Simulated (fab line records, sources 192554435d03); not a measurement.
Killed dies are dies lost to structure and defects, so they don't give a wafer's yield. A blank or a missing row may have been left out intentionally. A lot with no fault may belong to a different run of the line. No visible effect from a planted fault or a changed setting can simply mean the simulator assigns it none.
fab line records :: flow n5_finfet
record
  lots=4
  wafers=12
  last_day=18
route steps=1938 shown BEOL_M4@1099 BEOL_M5@1112 BEOL_M13@1699 PASSIVATION@1936
lots that met no fault: taken from a fault-free run of the same line
start_h: start of the lot's first displayed wafer, in hours after the record's first day :: wait_h: hours since the lot's step before :: " the same as in the row above :: L1.1+2: a single row standing in for several wafers :: - no value present, or no start provided :: * or withheld: withheld :: < > ~ a bound
route shown NAME@n: NAME is a module with steps in the file, n the number in the route of the first one :: usual: mean and standard deviation over wafers with no fault :: same: alike in all rows :: chamber/n: place in a boat :: sites: readings site by site :: _std_site: standard deviation across them :: _edge_site: outer sites' mean less inner sites' :: radius_mm: how far each site lies from the wafer's centre :: mask NAME#n: copy n :: behind: the most recent tool/chamber to have shaped the wafer :: hold: why the lot went on hold/how many hours it stayed there/how the hold came to an end :: device: whichever transistor did not switch (one of n, p or np) :: end of line: tests run on the same wafers once the route is complete :: a step without rows: its recipe alone :: killed: dies that structure and defects cost at the first sort, which is not the same as the wafer's yield :: map: shows each die of a wafer: x if killed, . if not, _ if none is there
set.NAME: the setting the step ran with; set.NAME@STEP: the setting that earlier step ran with :: model.NAME: the simulator's own value behind a step, which no gauge read
lots at selected steps of the route; one table per step, one row per wafer
services: the hour from which a tool's chamber was out of use, counted from the record's first day as start_h (under 0 if before that day), plus the number of hours and why
## steps
# step N5_BEOL_M4_ANNEAL_95
# recipe
  temp_c=400
  time_s=240
  ambient=vacuum
# step N5_BEOL_M4_SPUTTER_96
# recipe
  material=Cu
  target_thk_a=45
  temp_c=-20
  chamber_pressure_pa=0.07
  power_w=withheld
  time_s=8.29
# step N5_BEOL_M4_ECD_50
# recipe
  material=Cu
  target_thk_a=3000
# step N5_BEOL_M4_ANNEAL_51
# recipe
  temp_c=225
  time_s=90
  ambient=N2
# step N5_BEOL_M4_CMP_52
# recipe
  stop_on=SiOC
  t_overpolish_s=6.8
  down_force_psi=1
  platen_rpm=50
  clearing_platen_down_force_psi=1.5
  clearing_platen_rpm=50
  post_cmp_clean=cu_alkaline
  target_thk_nm=40
  clearing_platen_pad_velocity_m_s=0.99484
  pad_velocity_m_s=0.99484
# step N5_BEOL_M4_PRE_CLEAN_60
# recipe
  gas=NH3/H2
  time_s=15
  temp_c=*
  rf_power_w=300
# step N5_BEOL_M4_CO_CAP_55
# recipe
  material=Co
  target_thk_a=20
  temp_c=200
  precursor=CCTBA/H2
  pressure_torr=30
  time_s=102.1
# step N5_BEOL_M4_PRE_CLEAN_56
# recipe
  gas=NH3
  time_s=15
  temp_c=withheld
  rf_power_w=300
# step N5_BEOL_M4_DEP_57
# recipe
  material=SiCN
  target_thk_a=80
  temp_c=withheld
  precursor=3MS/NH3
  pressure_torr=3
  rf_w=202
  time_s=14
# step N5_BEOL_M4_RC_MEAS_101
# usual
  DIBL_N=37.1/1.8
  DIBL_P=37.2/2.1
  IOFF_N=0.17/0.033
  IOFF_P=0.22/0.037
  ION_N=680/11
  ION_P=464/7.7
  SS_N=71.7/0.63
  SS_P=73.6/0.67
  VT_N=248.9/2.9
  VT_P=-251/3.6
lot.wafer: L497.2
tool: prober-02
chamber: 0
start_h: 191.09
wait_h: 0.2
DIBL_N[mV/V]: 35.8
DIBL_P[mV/V]: 35.6
IOFF_N[nA/um]: 0.14
IOFF_P[nA/um]: 0.17
ION_N[uA/um]: 672
ION_P[uA/um]: 452
SS_N[mV/dec]: 71.5
SS_P[mV/dec]: 72.8
VT_N[mV]: 250.0
VT_P[mV]: -258

lot.wafer: L497.4
tool: prober-02
chamber: 0
start_h: 191.09
wait_h: 0.2
DIBL_N[mV/V]: 36.4
DIBL_P[mV/V]: 37.6
IOFF_N[nA/um]: 0.15
IOFF_P[nA/um]: 0.20
ION_N[uA/um]: 678
ION_P[uA/um]: 461
SS_N[mV/dec]: 71.6
SS_P[mV/dec]: 74.2
VT_N[mV]: 250.5
VT_P[mV]: -254

lot.wafer: L497.5
tool: prober-02
chamber: 0
start_h: 191.09
wait_h: 0.2
DIBL_N[mV/V]: 35.3
DIBL_P[mV/V]: 36.2
IOFF_N[nA/um]: 0.14
IOFF_P[nA/um]: 0.18
ION_N[uA/um]: 678
ION_P[uA/um]: 466
SS_N[mV/dec]: 71.3
SS_P[mV/dec]: 73.3
VT_N[mV]: 249.9
VT_P[mV]: -256

lot.wafer: L505.1
tool: prober-01
chamber: 0
start_h: 240.83
wait_h: 0.0
DIBL_N[mV/V]: 36.3
DIBL_P[mV/V]: 35.4
IOFF_N[nA/um]: 0.14
IOFF_P[nA/um]: 0.18
ION_N[uA/um]: 663
ION_P[uA/um]: 456
SS_N[mV/dec]: 71.0
SS_P[mV/dec]: 72.4
VT_N[mV]: 250.2
VT_P[mV]: -252

lot.wafer: L505.4
tool: prober-01
chamber: 0
start_h: 240.83
wait_h: 0.0
DIBL_N[mV/V]: 38.0
DIBL_P[mV/V]: 38.2
IOFF_N[nA/um]: 0.19
IOFF_P[nA/um]: 0.23
ION_N[uA/um]: 683
ION_P[uA/um]: 469
SS_N[mV/dec]: 71.9
SS_P[mV/dec]: 73.8
VT_N[mV]: 248.1
VT_P[mV]: -250

lot.wafer: L505.5
tool: prober-01
chamber: 0
start_h: 240.83
wait_h: 0.0
DIBL_N[mV/V]: 38.6
DIBL_P[mV/V]: 38.5
IOFF_N[nA/um]: 0.20
IOFF_P[nA/um]: 0.24
ION_N[uA/um]: 680
ION_P[uA/um]: 468
SS_N[mV/dec]: 71.7
SS_P[mV/dec]: 73.4
VT_N[mV]: 247.4
VT_P[mV]: -247

lot.wafer: L506.2
tool: prober-02
chamber: 0
start_h: 259.23
wait_h: 0.2
DIBL_N[mV/V]: 38.6
DIBL_P[mV/V]: 41.3
IOFF_N[nA/um]: 0.21
IOFF_P[nA/um]: 0.25
ION_N[uA/um]: 690
ION_P[uA/um]: 462
SS_N[mV/dec]: 71.7
SS_P[mV/dec]: 74.6
VT_N[mV]: 246.1
VT_P[mV]: -252

lot.wafer: L506.4
tool: prober-02
chamber: 0
start_h: 259.23
wait_h: 0.2
DIBL_N[mV/V]: 37.9
DIBL_P[mV/V]: 39.6
IOFF_N[nA/um]: 0.18
IOFF_P[nA/um]: 0.22
ION_N[uA/um]: 678
ION_P[uA/um]: 457
SS_N[mV/dec]: 72.2
SS_P[mV/dec]: 73.5
VT_N[mV]: 247.0
VT_P[mV]: -250

lot.wafer: L506.5
tool: prober-02
chamber: 0
start_h: 259.23
wait_h: 0.2
DIBL_N[mV/V]: 40.2
DIBL_P[mV/V]: 42.5
IOFF_N[nA/um]: 0.24
IOFF_P[nA/um]: 0.28
ION_N[uA/um]: 683
ION_P[uA/um]: 461
SS_N[mV/dec]: 72.6
SS_P[mV/dec]: 74.7
VT_N[mV]: 246.3
VT_P[mV]: -248

lot.wafer: L515.1
tool: prober-01
chamber: 0
start_h: 317.86
wait_h: 0.0
DIBL_N[mV/V]: 37.0
DIBL_P[mV/V]: 36.4
IOFF_N[nA/um]: 0.16
IOFF_P[nA/um]: 0.22
ION_N[uA/um]: 696
ION_P[uA/um]: 481
SS_N[mV/dec]: 71.0
SS_P[mV/dec]: 73.3
VT_N[mV]: 247.9
VT_P[mV]: -249

lot.wafer: L515.5
tool: prober-01
chamber: 0
start_h: 317.86
wait_h: 0.0
DIBL_N[mV/V]: 37.6
DIBL_P[mV/V]: 36.9
IOFF_N[nA/um]: 0.18
IOFF_P[nA/um]: 0.23
ION_N[uA/um]: 689
ION_P[uA/um]: 469
SS_N[mV/dec]: 71.7
SS_P[mV/dec]: 73.9
VT_N[mV]: 244.7
VT_P[mV]: -251

lot.wafer: L515.6
tool: prober-01
chamber: 0
start_h: 317.86
wait_h: 0.0
DIBL_N[mV/V]: 34.2
DIBL_P[mV/V]: 32.7
IOFF_N[nA/um]: 0.12
IOFF_P[nA/um]: 0.17
ION_N[uA/um]: 689
ION_P[uA/um]: 473
SS_N[mV/dec]: 70.4
SS_P[mV/dec]: 73.0
VT_N[mV]: 254.7
VT_P[mV]: -254
# step N5_BEOL_M5_ILD_DEP_00
# recipe
  material=SiCOH_lowk
  target_thk_a=1406.4
  temp_c=300
  precursor=DEMS/porogen
  pressure_torr=5
  rf_w=500
  time_s=25.9
# step N5_BEOL_M5_CURE_79
# recipe
  temp_c=385
  time_s=240
  ambient=He/Ar
  material=SiCOH_lowk
# step N5_BEOL_M5_PECVD_70
# recipe
  material=SiO2
  target_thk_a=160
  temp_c=400
  precursor=TEOS/O2
  pressure_torr=5.5
  rf_w=450
  teos_flow_sccm=53.8
  gas=O2
  flow_sccm=3000
  time_s=18
# step N5_BEOL_M5_HM_DEP_02
# recipe
  material=TiN
  target_thk_a=200
  temp_c=25
  chamber_pressure_pa=0.49996
# step N5_BEOL_M5_COAT_59
# recipe
  resist=SOC
  temp_c=250
  time_s=60
  spin_rpm=1500
  resist_thk_nm=60
# step N5_BEOL_M5_COAT_60
# recipe
  resist=SiARC
  temp_c=220
  time_s=60
  spin_rpm=1500
  resist_thk_nm=12
# step N5_BEOL_M5_COAT_71
# recipe
  resist=underlayer
  temp_c=205
  time_s=60
  spin_rpm=1500
  resist_thk_nm=5
# step N5_BEOL_M5_COAT_05
# recipe
  resist=CAR-EUV
  spin_rpm=1500
  resist_thk_nm=30
# step N5_BEOL_M5_EBR_07
# recipe
  solvent=PGMEA
  ebr_width_mm=1.5
# step N5_BEOL_M5_SOFTBAKE_06
# recipe
  temp_c=110
  time_s=60
  resist=CAR-EUV
# step N5_BEOL_M5_EXPOSE_08
# recipe
  mask_id=M5
  na=0.33
  source_shape=annular
  sigma_inner=0.4
  sigma_outer=0.8
  polarization=unpolarized
  target_cd_nm=28
  dose_mj=35.75
# step N5_BEOL_M5_PEB_09
# recipe
  peb_temp_c=100
  peb_time_s=60
  resist=CAR-EUV
# step N5_BEOL_M5_DEVELOP_10
# recipe
  develop_time_s=30
  developer=TMAH
  resist=CAR-EUV
  rinse_liquid=surfactant_rinse
  dry=air_spin
  dev_temp_c=23
# step N5_BEOL_M5_DESCUM_16
# recipe
  chemistry=O2
  time_s=7
  source_power_w=50
  bias_power_w=20
  pressure_mtorr=20
  rf_frequency_hz=2.712e+07
  temp_c=40
  resist=CAR-EUV
  o2_flow_sccm=225
# step N5_BEOL_M5_ETCH_72
# recipe
  chemistry=N2/H2
  target=underlayer
  target_depth_a=65
  mask_material=CAR-EUV
  time_s=5.2
  ion_energy_ev=200
  pressure_mtorr=30
  source_w=840
  bias_w=150
  n2_flow_sccm=200
  h2_flow_sccm=200
  ends=cleared
# step N5_BEOL_M5_ETCH_61
# recipe
  chemistry=CF4
  target=SiARC
  target_depth_a=156
  mask_material=CAR-EUV
  time_s=26
  ion_energy_ev=80
  pressure_mtorr=40
  source_w=545
  bias_w=36
  Ar_flow_sccm=100
  cf4_flow_sccm=100
  ends=cleared
# step N5_BEOL_M5_ETCH_62
# recipe
  chemistry=N2/H2
  target=SOC
  target_depth_a=750
  overetch_a=150
  mask_material=SiARC
  temp_c=40
  time_s=112.5
  ion_energy_ev=200
  pressure_mtorr=30
  source_w=840
  bias_w=150
  n2_flow_sccm=200
  h2_flow_sccm=200
# step N5_BEOL_M5_STRIP_63
# recipe
  chemistry=N2/H2
  temp_c=40
  n2_flow_sccm=200
  h2_flow_sccm=200
  rf_frequency_hz=6e+07
# step N5_BEOL_M5_STRIP_73
# recipe
  chemistry=N2/H2
  temp_c=40
  n2_flow_sccm=200
  h2_flow_sccm=200
  rf_frequency_hz=6e+07
# step N5_BEOL_M5_STRIP_64
# recipe
  chemistry=CF4
  resist=SiARC
  power_w=300
  bias_power_w=75
  pressure_mtorr=50
  cf4_flow_sccm=150
  rf_frequency_hz=6e+07
# step N5_BEOL_M5_HM_OPEN_17
# recipe
  chemistry=Cl2/BCl3
  target_depth_a=200
  overetch_a=60
  target=TiN
  mask_material=SOC
  ion_energy_ev=150
  pressure_mtorr=10
  icp_w=1000
  bias_w=126
  Cl2_flow_sccm=53.25
  bcl3_flow_sccm=21.75
  Ar_flow_sccm=25
# step N5_BEOL_M5_STRIP_19
# recipe
  chemistry=O2
  power_w=400
  temp_c=40
  pressure_mtorr=30
  rf_frequency_hz=6e+07
  bias_power_w=0
  overash_fraction=0.2
  o2_flow_sccm=225
# step N5_BEOL_M5_COAT_65
# recipe
  resist=SOC
  temp_c=250
  time_s=60
  spin_rpm=1500
  resist_thk_nm=60
# step N5_BEOL_M5_COAT_66
# recipe
  resist=SiARC
  temp_c=220
  time_s=60
  spin_rpm=1500
  resist_thk_nm=12
# step N5_BEOL_M13_STRIP_37
# recipe
  chemistry=N2/H2
  power_w=1000
  temp_c=250
  h2_frac=0.65
  overash_fraction=0.3
  pressure_mtorr=withheld
  n2_flow_sccm=1750
  h2_flow_sccm=3250
# usual
  drypump_motor_current_A=5.8/0.44
  h2_flow_sccm=3249/9.4
  heater_power_w=364/43
  oes_product_au=0.785/0.011
lot.wafer: L497.2
tool: plasma_asher-01
chamber: 0
start_h: 270.24
wait_h: 0.0
drypump_motor_current_A: 5.7
h2_flow_sccm: 3235
heater_power_w: 291
oes_product_au: 0.783
rf_hours_counter_h: 126

lot.wafer: L497.4
tool: plasma_asher-01
chamber: 0
start_h: 270.24
wait_h: 0.0
drypump_motor_current_A: 5.6
h2_flow_sccm: 3237
heater_power_w: 293
oes_product_au: 0.798
rf_hours_counter_h: -

lot.wafer: L497.5
tool: plasma_asher-01
chamber: 0
start_h: 270.24
wait_h: 0.0
drypump_motor_current_A: 5.7
h2_flow_sccm: 3244
heater_power_w: 291
oes_product_au: 0.774
rf_hours_counter_h: -

lot.wafer: L505.1
tool: plasma_asher-01
chamber: 0
start_h: 313.60
wait_h: 0.0
drypump_motor_current_A: -
h2_flow_sccm: -
heater_power_w: -
oes_product_au: -
rf_hours_counter_h: -

lot.wafer: L505.4
tool: plasma_asher-01
chamber: 0
start_h: 313.60
wait_h: 0.0
drypump_motor_current_A: -
h2_flow_sccm: -
heater_power_w: -
oes_product_au: -
rf_hours_counter_h: -

lot.wafer: L505.5
tool: plasma_asher-01
chamber: 1
start_h: 313.60
wait_h: 0.0
drypump_motor_current_A: -
h2_flow_sccm: -
heater_power_w: -
oes_product_au: -
rf_hours_counter_h: -

lot.wafer: L506.2
tool: plasma_asher-02
chamber: 1
start_h: 329.98
wait_h: 0.0
drypump_motor_current_A: -
h2_flow_sccm: -
heater_power_w: -
oes_product_au: -
rf_hours_counter_h: -

lot.wafer: L506.4
tool: plasma_asher-02
chamber: 0
start_h: 329.98
wait_h: 0.0
drypump_motor_current_A: -
h2_flow_sccm: -
heater_power_w: -
oes_product_au: -
rf_hours_counter_h: -

lot.wafer: L506.5
tool: plasma_asher-02
chamber: 1
start_h: 329.98
wait_h: 0.0
drypump_motor_current_A: -
h2_flow_sccm: -
heater_power_w: -
oes_product_au: -
rf_hours_counter_h: -

lot.wafer: L515.1
tool: plasma_asher-02
chamber: 1
start_h: 396.24
wait_h: 0.2
drypump_motor_current_A: 5.2
h2_flow_sccm: 3240
heater_power_w: 394
oes_product_au: 0.774
rf_hours_counter_h: 103

lot.wafer: L515.5
tool: plasma_asher-02
chamber: 1
start_h: 396.24
wait_h: 0.2
drypump_motor_current_A: 5.2
h2_flow_sccm: 3251
heater_power_w: 393
oes_product_au: 0.771
rf_hours_counter_h: -

lot.wafer: L515.6
tool: plasma_asher-02
chamber: 0
start_h: 396.24
wait_h: 0.2
drypump_motor_current_A: 6.3
h2_flow_sccm: 3244
heater_power_w: 390
oes_product_au: 0.788
rf_hours_counter_h: -
# step N5_PASSIVATION_PROBE_49
# usual
  defect_limited_yield=91.7/1.5
  killed_at_M0_to_M3=32/10
  killed_at_M4_up=14/5.3
  killed_at_contacts=13/5.7
  killed_at_front_end=37/10
  killed_at_other=3.3/2.5
  killed_dies=98/18
  killed_on_rim=13/3.6
  killed_open=65/13
  killed_short=31/7.5
  sort_bin_5_function=4.9/0.91
  sort_bin_6_memory=3.1/0.71
  sort_n_pass=1082/18
  sort_yield_pct=91.7/1.5
# same
  gross_dies=1180
  killed_at_back_side=0
  sort_bin_4_leakage[%]=0
  sort_bin_8_speed[%]=0
lot.wafer: L505.1
tool: prober-01
chamber: -
start_h: 342.40
wait_h: 0.0
defect_limited_yield[%]: 0
killed_at_M0_to_M3: 36
killed_at_M4_up: 1109
killed_at_contacts: 10
killed_at_front_end: 14
killed_at_other: 11
killed_dies: 1180
killed_on_rim: 152
killed_open: 52
killed_short: 28
sort_bin_5_function[%]: 97.3
sort_bin_6_memory[%]: 2.5
sort_n_pass: 0
sort_yield_pct[%]: 0

lot.wafer: L505.4
tool: prober-01
chamber: -
start_h: 342.55
wait_h: 0.2
defect_limited_yield[%]: 0
killed_at_M0_to_M3: 35
killed_at_M4_up: 1092
killed_at_contacts: 11
killed_at_front_end: 36
killed_at_other: 6
killed_dies: 1180
killed_on_rim: 152
killed_open: 62
killed_short: 36
sort_bin_5_function[%]: 96.4
sort_bin_6_memory[%]: 3.4
sort_n_pass: 0
sort_yield_pct[%]: 0

lot.wafer: L505.5
tool: prober-01
chamber: -
start_h: 342.60
wait_h: 0.2
defect_limited_yield[%]: 0
killed_at_M0_to_M3: 30
killed_at_M4_up: 1095
killed_at_contacts: 10
killed_at_front_end: 38
killed_at_other: 7
killed_dies: 1180
killed_on_rim: 152
killed_open: 61
killed_short: 32
sort_bin_5_function[%]: 96.7
sort_bin_6_memory[%]: 3.2
sort_n_pass: 0
sort_yield_pct[%]: 0

lot.wafer: L506.2
tool: prober-02
chamber: -
start_h: 360.53
wait_h: 0.1
defect_limited_yield[%]: 0
killed_at_M0_to_M3: 51
killed_at_M4_up: 1067
killed_at_contacts: 16
killed_at_front_end: 45
killed_at_other: 1
killed_dies: 1180
killed_on_rim: 152
killed_open: 86
killed_short: 36
sort_bin_5_function[%]: 96.1
sort_bin_6_memory[%]: 3.4
sort_n_pass: 0
sort_yield_pct[%]: 0

lot.wafer: L506.4
tool: prober-02
chamber: -
start_h: 360.63
wait_h: 0.2
defect_limited_yield[%]: 0
killed_at_M0_to_M3: 71
killed_at_M4_up: 1051
killed_at_contacts: 12
killed_at_front_end: 44
killed_at_other: 2
killed_dies: 1180
killed_on_rim: 152
killed_open: 101
killed_short: 45
sort_bin_5_function[%]: 94.5
sort_bin_6_memory[%]: 4.8
sort_n_pass: 0
sort_yield_pct[%]: 0

lot.wafer: L506.5
tool: prober-02
chamber: -
start_h: 360.68
wait_h: 0.2
defect_limited_yield[%]: 0
killed_at_M0_to_M3: 41
killed_at_M4_up: 1085
killed_at_contacts: 16
killed_at_front_end: 35
killed_at_other: 3
killed_dies: 1180
killed_on_rim: 152
killed_open: 72
killed_short: 35
sort_bin_5_function[%]: 96.2
sort_bin_6_memory[%]: 3.5
sort_n_pass: 0
sort_yield_pct[%]: 0

lot.wafer: L515.1
tool: prober-02
chamber: -
start_h: 428.47
wait_h: 0.0
defect_limited_yield[%]: 91.4
killed_at_M0_to_M3: 26
killed_at_M4_up: 21
killed_at_contacts: 8
killed_at_front_end: 42
killed_at_other: 4
killed_dies: 101
killed_on_rim: 14
killed_open: 69
killed_short: 32
sort_bin_5_function[%]: 5.4
sort_bin_6_memory[%]: 2.7
sort_n_pass: 1079
sort_yield_pct[%]: 91.4

lot.wafer: L515.5
tool: prober-02
chamber: -
start_h: 428.67
wait_h: 0.2
defect_limited_yield[%]: 90.1
killed_at_M0_to_M3: 26
killed_at_M4_up: 12
killed_at_contacts: 8
killed_at_front_end: 66
killed_at_other: 5
killed_dies: 117
killed_on_rim: 17
killed_open: 79
killed_short: 33
sort_bin_5_function[%]: 6.4
sort_bin_6_memory[%]: 2.7
sort_n_pass: 1063
sort_yield_pct[%]: 90.1

lot.wafer: L515.6
tool: prober-02
chamber: -
start_h: 428.72
wait_h: 0.3
defect_limited_yield[%]: 90.7
killed_at_M0_to_M3: 39
killed_at_M4_up: 12
killed_at_contacts: 12
killed_at_front_end: 35
killed_at_other: 12
killed_dies: 110
killed_on_rim: 16
killed_open: 79
killed_short: 31
sort_bin_5_function[%]: 5.8
sort_bin_6_memory[%]: 3.1
sort_n_pass: 1070
sort_yield_pct[%]: 90.7
# killed by level:class
L505.1 BEOL_M13:area_sputter=1100 BEOL_M0_SAQP:geometric_particle:open=16 BEOL_M0_SAQP:geometric_particle:short=11 MOL_CONTACT_COAG:geometric_particle:open=8 BEOL_M5:geometric_particle:open=5 FIN_SAQP:geometric_particle:open=4 GATE_CUT:geometric_particle:short=4 BEOL_M3:geometric_particle:open=4
L505.4 BEOL_M13:area_sputter=1082 FIN_SAQP:geometric_particle:open=16 BEOL_M0_SAQP:geometric_particle:short=15 BEOL_M0_SAQP:geometric_particle:open=14 MOL_CONTACT_COAG:geometric_particle:open=9 BEOL_M4:geometric_particle:open=6 BEOL_M3:geometric_particle:open=5 FIN_SAQP:geometric_particle:short=4
L505.5 BEOL_M13:area_sputter=1086 FIN_SAQP:geometric_particle:open=15 BEOL_M0_SAQP:geometric_particle:short=11 FIN_SAQP:geometric_particle:short=8 MOL_CONTACT_COAG:geometric_particle:open=8 BEOL_M0_SAQP:geometric_particle:open=7 STI_FIN_REVEAL:geometric_particle:open=5 BEOL_M2:geometric_particle:open=4
L506.2 BEOL_M13:area_sputter=1054 FIN_SAQP:geometric_particle:open=16 MOL_CONTACT_COAG:geometric_particle:open=14 BEOL_M0_SAQP:geometric_particle:short=12 BEOL_M0_SAQP:geometric_particle:open=10 FIN_SAQP:geometric_particle:short=9 STI_FIN_REVEAL:geometric_particle:open=9 BEOL_M1:geometric_particle:open=9
L506.4 BEOL_M13:area_sputter=1034 BEOL_M0_SAQP:geometric_particle:short=21 BEOL_M0_SAQP:geometric_particle:open=18 FIN_SAQP:geometric_particle:open=16 BEOL_M1:geometric_particle:open=13 MOL_CONTACT_COAG:geometric_particle:open=10 BEOL_M2:geometric_particle:open=10 BEOL_M4:geometric_particle:open=10
L506.5 BEOL_M13:area_sputter=1070 FIN_SAQP:geometric_particle:open=16 MOL_CONTACT_COAG:geometric_particle:open=14 FIN_SAQP:geometric_particle:short=11 BEOL_M0:geometric_particle:open=10 BEOL_M0_SAQP:geometric_particle:open=10 BEOL_M0_SAQP:geometric_particle:short=9 BEOL_M1:geometric_particle:open=5
L515.1 STI_FIN_REVEAL:geometric_particle:open=9 FIN_SAQP:geometric_particle:open=7 BEOL_M3:geometric_particle:open=6 BEOL_M1:geometric_particle:open=6 FIN_CUT:geometric_particle:short=5 DUMMY_GATE:geometric_particle:open=5 MOL_CONTACT_COAG:geometric_particle:open=5 FIN_SAQP:geometric_particle:short=4
L515.5 STI_FIN_REVEAL:geometric_particle:open=25 DUMMY_GATE:geometric_particle:open=12 STI_FIN_REVEAL:geometric_particle:short=8 MOL_CONTACT_COAG:geometric_particle:open=7 BEOL_M2:geometric_particle:open=7 BEOL_M1:geometric_particle:open=5 BEOL_M3:geometric_particle:short=4 BEOL_M5:geometric_particle:open=4
L515.6 STI_FIN_REVEAL:geometric_particle:open=19 BEOL_M2:geometric_particle:open=18 MOL_CONTACT_COAG:geometric_particle:open=9 BEOL_M2:geometric_particle:short=7 PASS1_CAP:geometric_particle:open=6 BEOL_M4:geometric_particle:open=5 GATE_CUT:geometric_particle:short=4 BEOL_M0_SAQP:geometric_particle:open=4
# map L505.1 (x killed, . not)
_________________xxxxxxxxxxxx________________
______________xxxxxxxxxxxxxxxxxx_____________
___________xxxxxxxxxxxxxxxxxxxxxxxx__________
__________xxxxxxxxxxxxxxxxxxxxxxxxxx_________
________xxxxxxxxxxxxxxxxxxxxxxxxxxxxxx_______
_______xxxxxxxxxxxxxxxxxxxxxxxxxxxxxxxx______
______xxxxxxxxxxxxxxxxxxxxxxxxxxxxxxxxxx_____
_____xxxxxxxxxxxxxxxxxxxxxxxxxxxxxxxxxxxx____
____xxxxxxxxxxxxxxxxxxxxxxxxxxxxxxxxxxxxxx___
___xxxxxxxxxxxxxxxxxxxxxxxxxxxxxxxxxxxxxxxx__
___xxxxxxxxxxxxxxxxxxxxxxxxxxxxxxxxxxxxxxxx__
__xxxxxxxxxxxxxxxxxxxxxxxxxxxxxxxxxxxxxxxxxx_
__xxxxxxxxxxxxxxxxxxxxxxxxxxxxxxxxxxxxxxxxxx_
_xxxxxxxxxxxxxxxxxxxxxxxxxxxxxxxxxxxxxxxxxxxx
_xxxxxxxxxxxxxxxxxxxxxxxxxxxxxxxxxxxxxxxxxxxx
_xxxxxxxxxxxxxxxxxxxxxxxxxxxxxxxxxxxxxxxxxxxx
_xxxxxxxxxxxxxxxxxxxxxxxxxxxxxxxxxxxxxxxxxxxx
_xxxxxxxxxxxxxxxxxxxxxxxxxxxxxxxxxxxxxxxxxxxx
_xxxxxxxxxxxxxxxxxxxxxxxxxxxxxxxxxxxxxxxxxxxx
_xxxxxxxxxxxxxxxxxxxxxxxxxxxxxxxxxxxxxxxxxxxx
_xxxxxxxxxxxxxxxxxxxxxxxxxxxxxxxxxxxxxxxxxxxx
__xxxxxxxxxxxxxxxxxxxxxxxxxxxxxxxxxxxxxxxxxx_
__xxxxxxxxxxxxxxxxxxxxxxxxxxxxxxxxxxxxxxxxxx_
___xxxxxxxxxxxxxxxxxxxxxxxxxxxxxxxxxxxxxxxx__
___xxxxxxxxxxxxxxxxxxxxxxxxxxxxxxxxxxxxxxxx__
____xxxxxxxxxxxxxxxxxxxxxxxxxxxxxxxxxxxxxx___
_____xxxxxxxxxxxxxxxxxxxxxxxxxxxxxxxxxxxx____
______xxxxxxxxxxxxxxxxxxxxxxxxxxxxxxxxxx_____
_______xxxxxxxxxxxxxxxxxxxxxxxxxxxxxxxx______
________xxxxxxxxxxxxxxxxxxxxxxxxxxxxxx_______
__________xxxxxxxxxxxxxxxxxxxxxxxxxx_________
___________xxxxxxxxxxxxxxxxxxxxxxxx__________
______________xxxxxxxxxxxxxxxxxx_____________
_________________xxxxxxxxxxxx________________
# map L506.2 (x killed, . not)
_________________xxxxxxxxxxxx________________
______________xxxxxxxxxxxxxxxxxx_____________
___________xxxxxxxxxxxxxxxxxxxxxxxx__________
__________xxxxxxxxxxxxxxxxxxxxxxxxxx_________
________xxxxxxxxxxxxxxxxxxxxxxxxxxxxxx_______
_______xxxxxxxxxxxxxxxxxxxxxxxxxxxxxxxx______
______xxxxxxxxxxxxxxxxxxxxxxxxxxxxxxxxxx_____
_____xxxxxxxxxxxxxxxxxxxxxxxxxxxxxxxxxxxx____
____xxxxxxxxxxxxxxxxxxxxxxxxxxxxxxxxxxxxxx___
___xxxxxxxxxxxxxxxxxxxxxxxxxxxxxxxxxxxxxxxx__
___xxxxxxxxxxxxxxxxxxxxxxxxxxxxxxxxxxxxxxxx__
__xxxxxxxxxxxxxxxxxxxxxxxxxxxxxxxxxxxxxxxxxx_
__xxxxxxxxxxxxxxxxxxxxxxxxxxxxxxxxxxxxxxxxxx_
_xxxxxxxxxxxxxxxxxxxxxxxxxxxxxxxxxxxxxxxxxxxx
_xxxxxxxxxxxxxxxxxxxxxxxxxxxxxxxxxxxxxxxxxxxx
_xxxxxxxxxxxxxxxxxxxxxxxxxxxxxxxxxxxxxxxxxxxx
_xxxxxxxxxxxxxxxxxxxxxxxxxxxxxxxxxxxxxxxxxxxx
_xxxxxxxxxxxxxxxxxxxxxxxxxxxxxxxxxxxxxxxxxxxx
_xxxxxxxxxxxxxxxxxxxxxxxxxxxxxxxxxxxxxxxxxxxx
_xxxxxxxxxxxxxxxxxxxxxxxxxxxxxxxxxxxxxxxxxxxx
_xxxxxxxxxxxxxxxxxxxxxxxxxxxxxxxxxxxxxxxxxxxx
__xxxxxxxxxxxxxxxxxxxxxxxxxxxxxxxxxxxxxxxxxx_
__xxxxxxxxxxxxxxxxxxxxxxxxxxxxxxxxxxxxxxxxxx_
___xxxxxxxxxxxxxxxxxxxxxxxxxxxxxxxxxxxxxxxx__
___xxxxxxxxxxxxxxxxxxxxxxxxxxxxxxxxxxxxxxxx__
____xxxxxxxxxxxxxxxxxxxxxxxxxxxxxxxxxxxxxx___
_____xxxxxxxxxxxxxxxxxxxxxxxxxxxxxxxxxxxx____
______xxxxxxxxxxxxxxxxxxxxxxxxxxxxxxxxxx_____
_______xxxxxxxxxxxxxxxxxxxxxxxxxxxxxxxx______
________xxxxxxxxxxxxxxxxxxxxxxxxxxxxxx_______
__________xxxxxxxxxxxxxxxxxxxxxxxxxx_________
___________xxxxxxxxxxxxxxxxxxxxxxxx__________
______________xxxxxxxxxxxxxxxxxx_____________
_________________xxxxxxxxxxxx________________
## services
tool: plasma_asher-01
chamber: -
start_h: 386.02
hours: 5.7
kind: pm
## key
first_sign
  step=N5_BEOL_M13_STRIP_37
  reading=tool_record
  direction=missing
effect
  step=N5_PASSIVATION_PROBE_49
  reading=killed_at_M4_up
  direction=up
  sigmas=99+
  usual=14
  struck=1083
more_kills_born_at
  N5_BEOL_M13_SPUTTER_43@pvd_sputter-01=3268
  N5_BEOL_M13_SPUTTER_43@pvd_sputter-02=3158
met_at N5_BEOL_M13_STRIP_37
struck_wafers L505.1,L505.4,L505.5,L506.2,L506.4,L506.5
later_rows_left_out L505.1,L505.4,L505.5,L506.2,L506.4,L506.5
onset_between 270.24 313.60
fault
  kind=skipped_step_whole
  tool=plasma_asher-01,plasma_asher-02
  chamber=-
  onset_h=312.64
  steps=N5_BEOL_M13_STRIP_37
  scope=struck_lots_only
# later_rows_left_out: the simulator's readings of these wafers behind a module that went badly wrong aren't trusted and aren't shown, but for the sort
